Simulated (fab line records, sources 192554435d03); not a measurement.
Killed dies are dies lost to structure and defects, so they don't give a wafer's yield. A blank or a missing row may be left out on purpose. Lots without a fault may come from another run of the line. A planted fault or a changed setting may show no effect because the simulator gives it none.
Chamber matching | flow n5_finfet | N5_HKMG_FIN_ALD_21 on ald_metal-01: 4 sister chambers
The step deposits TiN, target thk 1.5 nm, pulse time 1 s, purge time 3 s. 14 wafers are shown with their chamber, then 7 later ones without.

WAFERS WITH THEIR CHAMBER
wafer  | chamber | heater_power_w (W) | precursor_pulse_height_rel
L257.1 | 1       | 868                | 1.005
L257.4 | 2       | 976                | 1.014
L257.5 | 0       | 853                | 1.030
L262.2 | 0       | 847                | 1.020
L262.3 | 1       | 895                | 1.002
L262.6 | 3       | 829                | 1.013
L265.1 | 3       | 814                | 0.989
L265.4 | 1       | 864                | 0.999
L265.6 | 3       | 850                | 0.998
L268.1 | 1       | 891                | 1.002
L268.4 | 0       | 838                | 1.003
L268.5 | 1       | 894                | 0.991
L271.3 | 2       | 981                | 1.015
L271.4 | 3       | 802                | 0.991

SIGNATURES (means of the wafers above)
reading                    | chamber 0 | chamber 1 | chamber 2 | chamber 3 | scatter within a chamber
heater_power_w             | 846.00    | 882.40    | 978.50    | 823.75    | 15.2
precursor_pulse_height_rel | 1.01767   | 0.99980   | 1.01450   | 0.99775   | 0.00918
Rule: a wafer's distance from a chamber is the root of the sum, over the readings, of the square of ((its reading less the chamber's mean) divided by the reading's scatter). The wafer belongs to the nearest chamber; if the next one is less than 2 further off, it can't be placed. The scatter: the root of (the sum of the squares of (reading less its chamber's mean) over the shown wafers, divided by (wafers less chambers)).

WAFERS WITHOUT THEIR CHAMBER
wafer  | heater_power_w (W) | precursor_pulse_height_rel
L271.6 | 851                | 0.982
L278.2 | 882                | 0.988
L278.4 | 985                | 0.994
L278.6 | 815                | 0.979
L279.1 | 832                | 1.008
L279.2 | 997                | 0.981
L279.5 | 865                | 1.022

WHICH CHAMBER EACH WENT THROUGH
wafer  | from the rows above          | in truth
L271.6 | can't be placed: 3 or 1 or 0 | 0
L278.2 | 1                            | 1
L278.4 | 2                            | 2
L278.6 | 3                            | 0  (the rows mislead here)
L279.1 | can't be placed: 3 or 0      | 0
L279.2 | 2                            | 2
L279.5 | can't be placed: 0 or 1      | 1
Placed correctly: 3 of 7. Can't be placed from these rows: 3 (the true chamber is among the candidates in 3). Placed wrongly: 1.
